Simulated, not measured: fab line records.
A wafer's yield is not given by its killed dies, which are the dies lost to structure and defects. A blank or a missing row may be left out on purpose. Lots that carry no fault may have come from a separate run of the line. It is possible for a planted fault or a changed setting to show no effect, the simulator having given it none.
Matching of chambers ; flow nandHarc ; NHARC_P_BONDPAD_DESCUM_11 on rieDiel-12: 4 sister chambers
The step chemistry O2, time 3 s. 27 wafers are shown with their chamber, then 12 later ones without.

== WAFERS WITH THEIR CHAMBER ==
wafer;chamber;showerheadPlenumPTorr (Torr);drypumpMotorCurrentA (A);oesProductAu (a.u.)
L074.2;2;1.95;4.8;0.988
L074.4;0;1.98;5.3;0.991
L074.5;0;1.98;5.2;0.980
L075.2;0;1.98;5.3;0.990
L075.3;1;1.92;6.0;0.991
L075.5;0;1.98;5.3;0.976
L079.2;0;1.98;5.3;0.983
L079.4;3;1.97;5.1;1.017
L079.6;3;1.97;5.1;1.015
L081.1;2;1.95;4.9;0.989
L081.5;3;1.97;5.1;1.004
L081.6;2;1.95;4.9;0.988
L082.2;3;1.97;5.1;0.992
L082.5;2;1.95;4.8;0.996
L082.6;1;1.92;6.0;0.996
L083.1;1;1.92;6.1;1.006
L083.4;0;1.98;5.3;0.978
L083.6;3;1.97;5.1;0.996
L088.3;0;1.97;5.3;0.985
L088.4;2;1.95;4.9;0.996
L088.6;1;1.92;6.0;0.999
L089.2;1;1.92;6.0;0.996
L089.3;2;1.95;4.9;0.999
L089.6;1;1.92;6.0;1.000
L090.1;2;1.95;4.8;0.999
L090.2;1;1.92;6.1;1.004
L090.6;3;1.97;5.1;1.007

SIGNATURES (means of the wafers above)
reading;chamber 0;chamber 1;chamber 2;chamber 3;scatter within a chamber
showerheadPlenumPTorr;1.9786;1.9200;1.9500;1.9700;0.00193
drypumpMotorCurrentA;5.286;6.029;4.857;5.100;0.0417
oesProductAu;0.98329;0.99886;0.99357;1.00517;0.00662
Rule: for a wafer and a chamber, the distance is found by dividing, reading by reading, the gap between the wafer's reading and the chamber's mean by the reading's scatter, squaring, summing and taking the root. The wafer belongs to the nearest chamber; if the next one is less than 2 further off, it can't be placed. How the scatter is found: for the shown wafers, subtract from each reading the mean of its chamber, square and add these, divide the total by (wafers less chambers), then take the root.

== WAFERS WHOSE CHAMBER IS MISSING ==
wafer;showerheadPlenumPTorr (Torr);drypumpMotorCurrentA (A);oesProductAu (a.u.)
L092.1;1.92;6.0;0.989
L092.2;1.97;5.3;0.984
L092.6;1.97;5.3;0.982
L093.2;1.92;6.1;0.995
L093.3;1.97;5.3;0.981
L093.4;1.95;4.9;0.997
L097.1;1.95;4.8;0.994
L097.3;1.97;5.3;0.985
L097.4;1.91;6.0;0.986
L097.2;1.97;5.1;1.021
L097.5;1.97;5.1;1.018
L097.6;1.95;4.9;0.998

== WHICH CHAMBER EACH WENT THROUGH ==
wafer;from the rows above;in truth
L092.1;1;1
L092.2;can't be placed: 0 or 3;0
L092.6;can't be placed: 0 or 3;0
L093.2;1;1
L093.3;can't be placed: 0 or 3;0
L093.4;2;2
L097.1;2;2
L097.3;can't be placed: 0 or 3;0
L097.4;1;1
L097.2;3;3
L097.5;3;3
L097.6;2;2
8 of 12 placed correctly. From these rows, 4 cannot be placed; in 4 the true chamber is one of the candidates. Number placed wrongly: 0.
